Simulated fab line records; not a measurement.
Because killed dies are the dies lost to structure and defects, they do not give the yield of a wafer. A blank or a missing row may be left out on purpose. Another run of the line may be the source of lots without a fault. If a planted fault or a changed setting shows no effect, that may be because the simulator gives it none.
fab line records ; flow nand-harc
[record] lots = 12; wafers = 36; last-day = 32
route steps=1302 shown P_BONDPAD@352 END@1302
lots with no fault: from the same line, run without faults
start-h: hours from the record's opening day to when the first of the lot's shown wafers began ; wait-h: hours elapsed since this lot's preceding step ; " as in the row above ; L1.1+2: a row that stands for several wafers ; - either no value or no given start ; * or withheld: withheld ; < > ~ a bound
route shown NAME@n: NAME is a module with steps in the file, n the number in the route of the first one ; usual: mean/standard deviation of fault-free wafers ; same: alike in all rows ; chamber/n: place in a boat ; sites: per-site readings ; _std_site: how widely they spread, as a standard deviation ; _edge_site: the outer-site mean with the inner-site mean subtracted ; radius-mm: for every site, how far away it sits from the centre of the wafer ; mask NAME#n: copy n ; behind: tool/chamber where the wafer was last shaped ; hold: reason for holding the lot/hours on hold/outcome of the hold ; device: transistor that didn't switch, given as n, p or np ; end of line: tests run on the same wafers once the route is complete ; for a step that has no rows: nothing shown but its recipe ; killed: at the first sort, the dies lost to defects and structure; wafer yield is something else ; map: a wafer's dies, marking killed ones x, the rest . and places with no die _
set.NAME: the setting as run; set.NAME@STEP: as run at that earlier step ; model.NAME: the simulator's own value behind a step, which no gauge read
one table for each step of the route and one row for each wafer, over a sample of lots
services: a tool's chamber out of use, with start hour (start-h, from the record's first day; less than 0 if before it), hours out, and reason
[[steps]]
[step NHARC_P_BONDPAD_CMP_32]
[recipe] target-thk-nm = 200; material = SiCN
[usual] motor-current-A = 12.3/1.4
lot.wafer;tool;chamber;start-h;wait-h;motor-current-A
L243.3;cmp-01;0;133.15;-;12.9
L243.4;cmp-01;2;133.15;-;10.3
L243.2;cmp-01;3;133.15;-;11.9
L245.2;cmp-03;1;156.84;-;13.1
L245.3;cmp-03;2;156.84;-;11.2
L245.5;cmp-03;0;156.84;-;11.2
L247.4;cmp-03;1;175.89;-;12.7
L247.5;cmp-03;1;175.89;-;13.1
L247.6;cmp-03;2;175.89;-;11.1
L248.4;cmp-01;0;181.65;-;12.0
L248.1;cmp-01;1;181.65;-;15.5
L248.2;cmp-01;3;181.65;-;12.3
L250.1;cmp-02;0;198.29;-;11.8
L250.2;cmp-02;1;198.29;-;13.9
L250.5;cmp-02;3;198.29;-;12.5
L255.4;cmp-02;0;254.75;-;11.8
L255.6;cmp-02;2;254.75;-;11.1
L255.5;cmp-02;3;254.75;-;11.7
L256.3;cmp-03;2;258.52;-;11.2
L256.4;cmp-03;0;258.52;-;10.6
L256.2;cmp-03;1;258.52;-;12.8
L258.4;cmp-02;0;281.17;-;11.1
L258.2;cmp-02;1;281.17;-;13.9
L258.5;cmp-02;3;281.17;-;12.2
L257.3;cmp-01;1;281.99;-;15.2
L257.2;cmp-01;2;281.99;-;10.8
L257.5;cmp-01;1;281.99;-;15.3
L259.1;cmp-02;2;299.46;-;10.4
L259.4;cmp-02;1;299.46;-;13.7
L259.5;cmp-02;3;299.46;-;12.1
L260.3;cmp-02;2;306.92;-;11.1
L260.1;cmp-02;3;306.92;-;12.0
L260.5;cmp-02;2;306.92;-;10.9
L265.1;cmp-02;0;351.38;-;11.3
L265.3;cmp-02;2;351.38;-;11.6
L265.6;cmp-02;0;351.38;-;11.2
[step NHARC_P_BONDPAD_OVL_MEAS_38]
[usual] overlay-x-nm = 2/5.2; overlay-y-nm = 1/6.6
lot.wafer;tool;chamber;start-h;wait-h;overlay-x-nm;overlay-y-nm
L243.2;overlay-01;-;134.05;-;2;-3
L243.3;overlay-01;-;134.05;-;2;-3
L243.4;overlay-01;-;134.05;-;2;-4
L245.2;overlay-01;-;157.73;-;4;2
L245.3;overlay-01;-;157.73;-;4;2
L245.5;overlay-01;-;157.73;-;3;3
L247.4;overlay-02;-;176.80;-;-2;0
L247.5;overlay-02;-;176.80;-;-1;1
L247.6;overlay-02;-;176.80;-;-1;0
L248.1;overlay-02;-;182.55;-;3;-3
L248.2;overlay-02;-;182.55;-;2;-3
L248.4;overlay-02;-;182.55;-;2;-2
L250.1;overlay-02;-;199.14;-;2;-10
L250.2;overlay-02;-;199.14;-;1;-11
L250.5;overlay-02;-;199.14;-;2;-10
L255.4;overlay-01;-;255.61;-;2;11
L255.5;overlay-01;-;255.61;-;2;11
L255.6;overlay-01;-;255.61;-;1;11
L256.2;overlay-01;-;259.30;-;6;-4
L256.3;overlay-01;-;259.30;-;6;-4
L256.4;overlay-01;-;259.30;-;6;-4
L258.2;overlay-01;-;282.05;-;14;2
L258.4;overlay-01;-;282.05;-;14;3
L258.5;overlay-01;-;282.05;-;14;2
L257.2;overlay-01;-;282.86;-;1;-8
L257.3;overlay-01;-;282.86;-;0;-8
L257.5;overlay-01;-;282.86;-;1;-8
L259.1;overlay-02;-;300.36;-;11;5
L259.4;overlay-02;-;300.36;-;10;4
L259.5;overlay-02;-;300.36;-;10;5
L260.1;overlay-02;-;307.70;-;6;0
L260.3;overlay-02;-;307.70;-;5;-1
L260.5;overlay-02;-;307.70;-;5;-1
L265.1;overlay-02;-;352.28;-;4;5
L265.3;overlay-02;-;352.28;-;5;5
L265.6;overlay-02;-;352.28;-;5;5
[step NHARC_P_BONDPAD_STRIP_15]
[recipe] o2-flow-sccm = 500; ar-flow-sccm = 0; bias-w = 0; chemistry = O2
[usual] bias-w = 0/0; chamber-pressure-mTorr = 60.00/0.049; drypump-motor-current-A = 5.7/0.47; oes-product-au = 0.999/0.0097; rf-vpp-V = 58.0/0.88; showerhead-plenum-p-Torr = 3.57/0.14; throttle-valve-pct = 17.036/0.0093
lot.wafer;tool;chamber;start-h;wait-h;bias-w;chamber-pressure-mTorr;drypump-motor-current-A;oes-product-au;rf-hours-counter-h;rf-vpp-V;showerhead-plenum-p-Torr;throttle-valve-pct
L243.4;rie-diel-11;3;134.58;0.1;0;60.02;5.8;0.999;0.6;57.4;3.45;17.039
L243.3;rie-diel-11;1;134.58;0.1;0;59.98;6.3;0.994;0.7;58.8;3.66;17.021
L243.2;rie-diel-11;2;134.58;0.1;0;60.06;5.1;1.019;0.7;59.2;3.76;17.042
L245.3;rie-diel-11;1;158.27;0.1;0;59.99;6.3;0.985;1.6;57.2;3.66;17.034
L245.2;rie-diel-11;2;158.27;0.1;0;60.06;5.1;1.004;1.7;58.9;3.76;17.032
L245.5;rie-diel-11;0;158.27;0.1;0;59.99;5.6;0.999;-;56.6;3.50;17.041
L247.4;rie-diel-08;3;177.37;0.1;0;59.99;5.0;0.995;-;57.3;3.39;17.027
L247.5;rie-diel-08;0;177.37;0.1;0;59.92;5.7;1.000;-;59.3;3.68;17.041
L247.6;rie-diel-08;2;177.37;0.1;0;60.00;6.2;0.992;-;57.7;3.74;17.037
L248.4;rie-diel-03;0;183.07;0.1;0;60.02;5.4;0.980;3.8;59.3;3.64;17.021
L248.1;rie-diel-03;2;183.07;0.1;0;59.98;4.9;0.985;4.3;57.3;3.62;17.029
L248.2;rie-diel-03;3;183.07;0.1;0;60.05;6.1;0.996;3.8;56.9;3.34;17.046
L250.2;rie-diel-03;3;199.68;0.1;0;60.02;6.1;1.001;4.9;57.5;3.34;17.026
L250.1;rie-diel-03;0;199.68;0.1;0;59.99;5.4;0.980;4.8;57.6;3.64;17.036
L250.5;rie-diel-03;2;199.68;0.1;0;59.99;4.9;0.991;-;57.7;3.62;17.040
L255.4;rie-diel-08;0;256.18;0.1;0;59.91;5.8;1.018;4.2;57.4;3.67;17.040
L255.5;rie-diel-08;1;256.18;0.1;0;59.98;6.1;1.008;-;58.8;3.39;17.041
L255.6;rie-diel-08;2;256.18;0.1;0;59.95;6.2;1.007;-;58.0;3.74;17.024
L256.2;rie-diel-08;3;259.81;0.1;-;-;-;-;-;-;-;-
L256.3;rie-diel-08;0;259.81;0.1;-;-;-;-;-;-;-;-
L256.4;rie-diel-08;3;259.81;0.1;-;-;-;-;-;-;-;-
L258.2;rie-diel-08;0;282.58;0.1;0;60.06;5.8;0.998;5.6;57.6;3.67;17.041
L258.4;rie-diel-08;2;282.58;0.1;0;60.05;6.2;0.994;3.5;58.2;3.74;17.051
L258.5;rie-diel-08;3;282.58;0.1;0;59.96;5.0;0.988;-;58.1;3.39;17.042
L257.2;rie-diel-08;0;283.39;0.1;-;-;-;-;-;-;-;-
L257.3;rie-diel-08;2;283.39;0.1;-;-;-;-;-;-;-;-
L257.5;rie-diel-08;0;283.39;0.1;-;-;-;-;-;-;-;-
L259.1;rie-diel-08;0;300.89;0.1;0;60.00;5.8;1.005;7.1;57.1;3.67;17.023
L259.4;rie-diel-08;3;300.89;0.1;0;60.06;5.0;1.003;-;57.4;3.39;17.042
L259.5;rie-diel-08;2;300.89;0.1;0;60.00;6.2;0.997;-;56.9;3.74;17.050
L260.3;rie-diel-08;1;308.25;0.1;0;60.10;6.1;1.006;3.8;58.2;3.39;17.055
L260.1;rie-diel-08;2;308.25;0.1;0;60.02;6.2;1.004;5.2;58.8;3.74;17.024
L260.5;rie-diel-08;3;308.25;0.1;0;60.00;5.0;0.995;-;56.1;3.39;17.046
L265.1;rie-diel-08;0;352.80;0.1;0;60.03;5.8;0.998;9.5;56.9;3.67;17.042
L265.3;rie-diel-08;1;352.80;0.1;0;60.02;6.1;0.998;5.7;57.9;3.39;17.025
L265.6;rie-diel-08;1;352.80;0.1;0;59.98;6.1;0.998;-;56.9;3.39;17.031
[step NHARC_P_BONDPAD_PRE_CLEAN_26]
[recipe] time-s = 30; temp-c = 280; gas = H2/He
[usual] heater-power-w = 392/40
[same] time-s = 30
lot.wafer;tool;chamber;start-h;wait-h;heater-power-w
L243.3;pvd-sputter-02;-;-;-;416
L243.4;pvd-sputter-02;-;-;-;366
L243.2;pvd-sputter-02;-;-;-;338
L245.3;pvd-sputter-03;-;-;-;507
L245.2;pvd-sputter-03;-;-;-;325
L245.5;pvd-sputter-03;-;-;-;501
L247.4;pvd-sputter-02;-;-;-;342
L247.5;pvd-sputter-02;-;-;-;335
L247.6;pvd-sputter-02;-;-;-;440
L248.4;pvd-sputter-01;-;-;-;370
L248.2;pvd-sputter-01;-;-;-;387
L248.1;pvd-sputter-01;-;-;-;392
L250.1;pvd-sputter-03;-;-;-;338
L250.2;pvd-sputter-03;-;-;-;384
L250.5;pvd-sputter-03;-;-;-;397
L255.4;pvd-sputter-01;-;-;-;405
L255.6;pvd-sputter-01;-;-;-;375
L255.5;pvd-sputter-01;-;-;-;386
L256.3;pvd-sputter-03;-;-;-;506
L256.4;pvd-sputter-03;-;-;-;398
L256.2;pvd-sputter-03;-;-;-;346
L258.4;pvd-sputter-01;-;-;-;396
L258.2;pvd-sputter-01;-;-;-;395
L258.5;pvd-sputter-01;-;-;-;392
L257.2;pvd-sputter-03;-;-;-;396
L257.3;pvd-sputter-03;-;-;-;334
L257.5;pvd-sputter-03;-;-;-;383
L259.4;pvd-sputter-01;-;-;-;383
L259.1;pvd-sputter-01;-;-;-;391
L259.5;pvd-sputter-01;-;-;-;385
L260.1;pvd-sputter-01;-;-;-;387
L260.3;pvd-sputter-01;-;-;-;384
L260.5;pvd-sputter-01;-;-;-;387
L265.3;pvd-sputter-02;-;-;-;394
L265.1;pvd-sputter-02;-;-;-;384
L265.6;pvd-sputter-02;-;-;-;429
[step NHARC_END_SORT_01]
[recipe] temp-c = 25
[usual] defect-limited-yield = 91.4/2.7; killed-at-array = 53/18; killed-at-other = 1.0/1.2; killed-at-periphery = 3.6/2.4; killed-dies = 58/18; killed-open = 3.4/1.8; killed-short = 2.3/1.5; sort_bin_2_pct = 3.1/1.2; sort_bin_3_pct = 0.7/0.39; sort_bin_4_pct = 4.8/1.6; sort-n-pass = 619/18; sort-rim-yield-pct = 88/4.1; sort-yield-pct = 91.4/2.7
[same] gross-dies = 677; sort_bin_5_pct[%] = 0; sort_bin_6_pct[%] = 0; sort_bin_7_pct[%] = 0; sort_bin_8_pct[%] = 0; sort-rim-n-gross = 106.00
lot.wafer;tool;chamber;start-h;wait-h;defect-limited-yield[%];killed-at-array;killed-at-other;killed-at-periphery;killed-dies;killed-open;killed-short;sort_bin_2_pct[%];sort_bin_3_pct[%];sort_bin_4_pct[%];sort-n-pass;sort-rim-yield-pct[%];sort-yield-pct[%]
L248.1;prober-02;0;619.40;2.5;94.4;34;3;1;38;2;1;2.4;0.6;2.7;639;93;94.4
L248.2;prober-02;0;620.20;2.8;92.9;43;3;2;48;3;5;2.7;0;4.4;629;92;92.9
L248.4;prober-02;0;621.80;3.4;93.4;38;2;5;45;4;4;1.8;0.9;4.0;632;91;93.4
L250.1;prober-02;0;633.87;2.5;93.2;41;1;4;46;3;2;2.5;0.4;3.8;631;88;93.2
L250.2;prober-02;0;634.68;2.8;92.2;48;0;5;53;5;2;3.1;0.1;4.6;624;97;92.2
L250.5;prober-02;0;637.10;3.7;93.5;39;0;5;44;2;3;2.8;0.3;3.4;633;96;93.5
L255.4;prober-01;0;684.11;3.4;94.5;37;0;0;37;3;3;3.0;0.1;2.4;640;86;94.5
L255.5;prober-01;0;684.91;3.7;93.4;44;0;1;45;1;4;2.5;0.3;3.8;632;88;93.4
L255.6;prober-01;0;685.71;4.0;93.9;40;0;1;41;2;2;2.4;0.4;3.2;636;86;93.9
L256.2;prober-02;0;684.56;2.8;0;64;4;609;677;3;3;92.9;1.0;6.1;0;0;0
L256.3;prober-02;0;685.36;3.1;0;66;3;608;677;1;4;92.2;0.6;7.2;0;0;0
L256.4;prober-02;0;686.15;3.4;0;58;1;618;677;5;2;95.0;0.7;4.3;0;0;0
L257.2;prober-01;0;717.69;2.8;0;71;1;605;677;4;2;92.0;1.2;6.8;0;0;0
L257.3;prober-01;0;718.48;3.1;0;84;1;592;677;5;2;90.8;1.3;7.8;0;0;0
L257.5;prober-01;0;720.07;3.7;0;74;0;603;677;2;2;92.5;0.7;6.8;0;0;0
L258.5;prober-02;0;720.13;3.7;87.4;75;1;9;85;3;8;4.6;0.6;7.4;592;91;87.4
L259.4;prober-01;0;735.38;3.5;93.8;36;2;4;42;4;2;2.5;0.6;3.1;635;93;93.8
L259.5;prober-01;0;736.20;3.8;93.5;40;1;3;44;5;4;2.1;0.4;4.0;633;87;93.5
L265.1;prober-01;0;771.47;2.5;91.1;57;0;3;60;2;3;3.2;0.9;4.7;617;79;91.1
L265.3;prober-01;0;773.09;3.1;93.2;42;0;4;46;3;5;2.4;0.9;3.5;631;91;93.2
L265.6;prober-01;0;775.53;4.1;94.7;33;0;3;36;4;0;2.4;0.9;2.1;641;91;94.7
// killed by level:class
L248.1 A_CHANNEL_HOLE_D2:chamber-film-flake=26 A_STAIRCASE:chamber-film-flake=3 THIN_TSV:chamber-film-flake=3 A_CHANNEL_FILL_D1:geometric-particle:short=1 A_CHANNEL_FILL_D1:geometric-particle:open=1 A_SGD_CUT:geometric-particle:open=1 P_STI:chamber-film-flake=1 A_DECK1_JOINT:chamber-film-flake=1
L248.2 A_CHANNEL_HOLE_D2:chamber-film-flake=27 A_CONTACT:chamber-film-flake=3 THIN_TSV:chamber-film-flake=3 A_CHANNEL_HOLE_D1:chamber-film-flake=2 A_ONON_D1:geometric-particle:short=1 A_CHANNEL_HOLE_D1:geometric-particle:short=1 A_CHANNEL_FILL_D2:geometric-particle:open=1 A_SLIT:geometric-particle:short=1
L248.4 A_CHANNEL_HOLE_D2:chamber-film-flake=21 A_CONTACT:chamber-film-flake=5 P_GATE:chamber-film-flake=2 A_ZERO_WELL:chamber-film-flake=2 A_CHANNEL_HOLE_D1:chamber-film-flake=2 THIN_TSV:chamber-film-flake=2 P_GATE:geometric-particle:short=1 P_M0:geometric-particle:short=1
L250.1 A_CHANNEL_HOLE_D2:chamber-film-flake=26 A_CHANNEL_HOLE_D1:chamber-film-flake=9 A_CONTACT:chamber-film-flake=2 P_M0:geometric-particle:open=1 A_SOURCE_PLATE:geometric-particle:short=1 A_CHANNEL_FILL_D2:geometric-particle:open=1 A_M0:geometric-particle:open=1 STARTING-WAFER:geometric-particle:short=1
L250.2 A_CHANNEL_HOLE_D2:chamber-film-flake=33 A_WL_FILL:chamber-film-flake=3 A_ONON_D2:geometric-particle:open=2 P_BONDPAD:chamber-film-flake=2 A_ZERO_WELL:chamber-film-flake=2 A_CHANNEL_HOLE_D1:chamber-film-flake=2 P_STI:geometric-particle:short=1 P_CONTACT:geometric-particle:short=1
L250.5 A_CHANNEL_HOLE_D2:chamber-film-flake=27 A_CONTACT:chamber-film-flake=7 P_BONDPAD:chamber-film-flake=2 P_CONTACT:geometric-particle:open=1 P_M1:geometric-particle:short=1 A_CHANNEL_HOLE_D1:geometric-particle:short=1 A_WL_FILL:geometric-particle:open=1 A_M0:geometric-particle:short=1
L255.4 A_SLIT:chamber-film-flake=19 A_CHANNEL_HOLE_D1:chamber-film-flake=5 A_STAIRCASE:chamber-film-flake=3 A_CONTACT:chamber-film-flake=2 A_CHANNEL_FILL_D1:geometric-particle:open=1 A_CHANNEL_HOLE_D2:geometric-particle:short=1 A_SGD_CUT:geometric-particle:short=1 A_BLC:geometric-particle:open=1
L256.2 P_BONDPAD:area-strip=608 A_CHANNEL_HOLE_D1:chamber-film-flake=32 A_CHANNEL_HOLE_D2:chamber-film-flake=10 A_SLIT:chamber-film-flake=8 THIN_TSV:chamber-film-flake=4 A_STAIRCASE:chamber-film-flake=3 A_CONTACT:chamber-film-flake=3 A_ONON_D1:geometric-particle:short=1
L255.5 A_SLIT:chamber-film-flake=26 A_CHANNEL_HOLE_D1:chamber-film-flake=8 A_CONTACT:chamber-film-flake=5 A_ONON_D1:geometric-particle:short=2 P_M0:geometric-particle:short=1 A_SOURCE_PLATE:geometric-particle:short=1 A_M0:geometric-particle:open=1 A_STAIRCASE:chamber-film-flake=1
L256.3 P_BONDPAD:area-strip=605 A_CHANNEL_HOLE_D1:chamber-film-flake=30 A_CHANNEL_HOLE_D2:chamber-film-flake=12 A_WL_FILL:chamber-film-flake=7 A_CONTACT:chamber-film-flake=6 A_SLIT:chamber-film-flake=3 THIN_TSV:chamber-film-flake=3 A_STAIRCASE:chamber-film-flake=2
L255.6 A_SLIT:chamber-film-flake=23 A_CHANNEL_HOLE_D1:chamber-film-flake=8 A_WL_FILL:geometric-particle:open=2 A_CONTACT:chamber-film-flake=2 P_GATE:geometric-particle:short=1 A_DECK1_JOINT:geometric-particle:short=1 A_ZERO_WELL:chamber-film-flake=1 A_STAIRCASE:chamber-film-flake=1
L256.4 P_BONDPAD:area-strip=618 A_CHANNEL_HOLE_D1:chamber-film-flake=34 A_CONTACT:chamber-film-flake=6 A_CHANNEL_HOLE_D2:chamber-film-flake=5 A_SLIT:chamber-film-flake=3 A_CHANNEL_FILL_D2:chamber-film-flake=2 A_ONON_D1:geometric-particle:open=1 A_CHANNEL_FILL_D1:geometric-particle:short=1
L257.2 P_BONDPAD:area-strip=594 A_CHANNEL_HOLE_D1:chamber-film-flake=31 A_SLIT:chamber-film-flake=17 A_CHANNEL_HOLE_D2:chamber-film-flake=9 A_CONTACT:chamber-film-flake=4 A_BONDPAD:chamber-film-flake=4 P_M0:geometric-particle:open=3 P_CONTACT:chamber-film-flake=3
L257.3 P_BONDPAD:area-strip=585 A_SLIT:chamber-film-flake=29 A_CHANNEL_HOLE_D1:chamber-film-flake=22 A_CHANNEL_HOLE_D2:chamber-film-flake=14 A_BONDPAD:chamber-film-flake=5 P_CONTACT:geometric-particle:open=2 P_GATE:chamber-film-flake=2 P_CONTACT:chamber-film-flake=2
L257.5 P_BONDPAD:area-strip=598 A_CHANNEL_HOLE_D1:chamber-film-flake=34 A_SLIT:chamber-film-flake=20 A_CHANNEL_HOLE_D2:chamber-film-flake=8 A_CONTACT:chamber-film-flake=5 A_BONDPAD:chamber-film-flake=4 P_GATE:chamber-film-flake=2 P_CONTACT:geometric-particle:open=1
L258.5 A_CHANNEL_HOLE_D1:chamber-film-flake=31 A_CHANNEL_HOLE_D2:chamber-film-flake=21 A_SLIT:chamber-film-flake=8 A_WL_FILL:geometric-particle:short=4 A_BONDPAD:chamber-film-flake=4 P_GATE:chamber-film-flake=3 P_CONTACT:chamber-film-flake=3 A_STAIRCASE:chamber-film-flake=3
L259.4 A_SLIT:chamber-film-flake=15 A_CHANNEL_HOLE_D1:chamber-film-flake=5 A_CONTACT:chamber-film-flake=5 A_STAIRCASE:chamber-film-flake=4 A_DECK1_JOINT:chamber-film-flake=3 P_M0:geometric-particle:open=2 THIN_TSV:chamber-film-flake=2 P_STI:geometric-particle:open=1
L259.5 A_SLIT:chamber-film-flake=19 A_CHANNEL_HOLE_D1:chamber-film-flake=6 A_CHANNEL_FILL_D2:geometric-particle:short=2 A_CHANNEL_FILL_D1:chamber-film-flake=2 A_CHANNEL_FILL_D2:chamber-film-flake=2 A_CONTACT:chamber-film-flake=2 P_M0:geometric-particle:open=1 A_CHANNEL_FILL_D1:geometric-particle:open=1
L265.1 A_SLIT:chamber-film-flake=21 A_CHANNEL_HOLE_D2:chamber-film-flake=18 A_CONTACT:chamber-film-flake=12 A_CHANNEL_HOLE_D1:chamber-film-flake=2 P_CONTACT:geometric-particle:short=1 P_M0:geometric-particle:open=1 P_M1:geometric-particle:open=1 A_CHANNEL_FILL_D2:geometric-particle:short=1
L265.3 A_SLIT:chamber-film-flake=14 A_CHANNEL_HOLE_D2:chamber-film-flake=12 A_CONTACT:chamber-film-flake=6 A_WL_FILL:geometric-particle:short=2 P_GATE:geometric-particle:open=1 P_CONTACT:geometric-particle:short=1 A_DECK1_JOINT:geometric-particle:short=1 A_ONON_D2:geometric-particle:open=1
L265.6 A_SLIT:chamber-film-flake=17 A_CHANNEL_HOLE_D2:chamber-film-flake=7 A_CONTACT:chamber-film-flake=3 P_CONTACT:geometric-particle:open=1 A_ONON_D1:geometric-particle:open=1 A_ONON_D2:geometric-particle:open=1 A_CHANNEL_FILL_D2:geometric-particle:open=1 P_GATE:chamber-film-flake=1
[[services]]
tool;chamber;start-h;hours;kind
cmp-02;-;135.51;4.0;pm
cmp-03;-;138.34;1.0;repair
rie-diel-08;1;144.82;85.5;repair
pvd-sputter-02;-;153.66;2.3;repair
cmp-03;-;162.61;4.0;pm
pvd-sputter-03;-;170.00;10.0;pm
cmp-01;-;185.50;4.0;pm
rie-diel-08;-;190.80;9.0;pm
rie-diel-08;2;211.86;9.1;repair
pvd-sputter-01;-;212.24;4.9;repair
pvd-sputter-01;-;226.04;10.0;pm
cmp-02;-;233.51;4.0;pm
pvd-sputter-02;-;239.93;2.7;repair
rie-diel-08;3;247.54;8.2;repair
pvd-sputter-02;-;250.48;2.4;repair
cmp-01;-;253.53;3.7;repair
rie-diel-08;2;256.48;3.4;repair
cmp-03;-;260.61;4.0;pm
rie-diel-08;3;263.35;10.4;repair
cmp-02;-;264.18;2.4;repair
pvd-sputter-02;-;282.05;10.0;pm
cmp-01;-;283.50;4.0;pm
cmp-02;-;331.51;4.0;pm
pvd-sputter-03;-;348.00;10.0;pm
[[key]]
[first-sign] step = NHARC_P_BONDPAD_STRIP_15; reading = tool-record; direction = missing
[effect] step = NHARC_END_SORT_01; reading = killed-at-periphery; direction = up; sigmas = 99+; usual = 3.6; struck = 605.8
[more-kills-born-at] NHARC_P_BONDPAD_STRIP_15@rie-diel-08 = 3608
met-at NHARC_P_BONDPAD_STRIP_15
struck-lots L256,L257
later-rows-left-out L256.2,L256.3,L256.4,L257.2,L257.3,L257.5
not-acting-at NHARC_P_BONDPAD_CMP_32,NHARC_P_BONDPAD_OVL_MEAS_38,NHARC_P_BONDPAD_PRE_CLEAN_26
onset-between 256.18 259.81
[fault] kind = skipped-step-whole; tool = rie-diel-08; chamber = -; onset-h = 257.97; steps = NHARC_P_BONDPAD_STRIP_15; scope = struck-lots-only
// later-rows-left-out: the simulator's readings of these wafers behind a module that went badly wrong aren't trusted and aren't shown, but for the sort
